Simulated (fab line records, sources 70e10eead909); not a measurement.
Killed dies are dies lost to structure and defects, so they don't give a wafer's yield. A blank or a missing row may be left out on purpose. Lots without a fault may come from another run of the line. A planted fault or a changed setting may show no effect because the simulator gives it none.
Problem report in the 8D (eight disciplines) form, filled by code | flow nand_harc | the parts of the form that need people (team, actions taken, sign-off) are left out

1. THE PROBLEM
killed_at_periphery at NHARC_END_SORT_01 reads a mean of 41.7 on 3 wafers of 2 lots; wafers without a fault read 3.8 with a standard deviation of 2.4. That is +16 standard deviations from the usual mean.
First seen on wafer L649.1, day 29 04:23, on prober-02. The record holds 6 wafers of 2 lots with a number at this step. Rule for "out", or "out of limits": more than 4 standard deviations from the usual mean. The other wafers with a number count as sound.

2. WHAT IT IS AND WHAT IT IS NOT
question                    | is                     | is not
which readings at this step | killed_at_periphery    | killed_at_other, killed_open, killed_short
which lots                  | L649, L652             | -
which wafers of those lots  | L649.1, L649.6, L652.3 | L649.5, L652.1, L652.4
read on which gauges        | prober-01, prober-02   | -
when                        | from day 29 04:23      | up to then (0 sound wafers); but 3 sound wafers of L649, L652 came after

3. SUSPECTS, AND WHAT RULES EACH OUT
Counting: a tool at a process step up to the reading stays a suspect if it ran every lot that is out. Sound lots after the first of them don't rule it out here, since some wafers of a struck lot are sound.
- the gauge at NHARC_END_SORT_01: ruled out. The wafers that are out were read on 2 gauges (prober-01, prober-02).
- cvd_w-01 at NHARC_P_CONTACT_CVD_23 (deposits W, target thk 200 nm, time 557 s): kept. It ran every lot that is out, first L649 (day 10 17:14).
- rtp_anneal-01 at NHARC_THIN_TSV_ANNEAL_52 (time 90 s): kept. It ran every lot that is out, first L649 (day 28 17:14).
- rie_metal-02 at NHARC_THIN_TSV_ETCH_59 (etches the open film in Cl2/BCl3, target depth 880 nm, time 138.1 s): kept. It ran every lot that is out, first L649 (day 28 19:25).
- Within cvd_w-01 at NHARC_P_CONTACT_CVD_23: the wafers that are out ran in chamber 0; their sound lot-mates ran in chamber 1.
Left after counting: cvd_w-01 at NHARC_P_CONTACT_CVD_23, rtp_anneal-01 at NHARC_THIN_TSV_ANNEAL_52, rie_metal-02 at NHARC_THIN_TSV_ETCH_59.

4. THE CAUSE (what the simulator had put in)
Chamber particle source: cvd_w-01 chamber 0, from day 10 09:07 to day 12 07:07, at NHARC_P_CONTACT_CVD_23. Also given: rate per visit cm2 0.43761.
Counting left 3 suspects, and this tool is among them.

5. THE CHAIN OF EFFECTS, in route order
Each row: a reading whose mean over the struck wafers that have a number lies more than 3 standard deviations from the usual. Only readings for which the record gives a usual standard deviation are gone through. hours: the time from each lot's start at the first step in this table that gives one to its start at this step, as a median over the lots. sigmas: the change in usual standard deviations.
hours | step              | reading             | usual | on struck wafers | change | sigmas
0     | NHARC_END_SORT_01 | killed_at_periphery | 3.8   | 41.7             | +37.9  | +16
0     | NHARC_END_SORT_01 | killed_dies         | 63    | 129              | +66    | +3.7

6. WHAT WOULD HAVE CAUGHT IT SOONER
In this record the first reading out of limits at a measuring or inspecting step was taken at day 29 04:23, 451 hours after the fault began at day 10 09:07.
Of the tool readings at NHARC_P_CONTACT_CVD_23 for which the record gives a usual standard deviation, none was out on any struck wafer, so an alarm limit of 4 standard deviations on them would not have fired.
All the lots that are out (2) had begun NHARC_P_CONTACT_CVD_23 on cvd_w-01 by day 29 04:23. A hold on the tool at that time would have spared none of them.
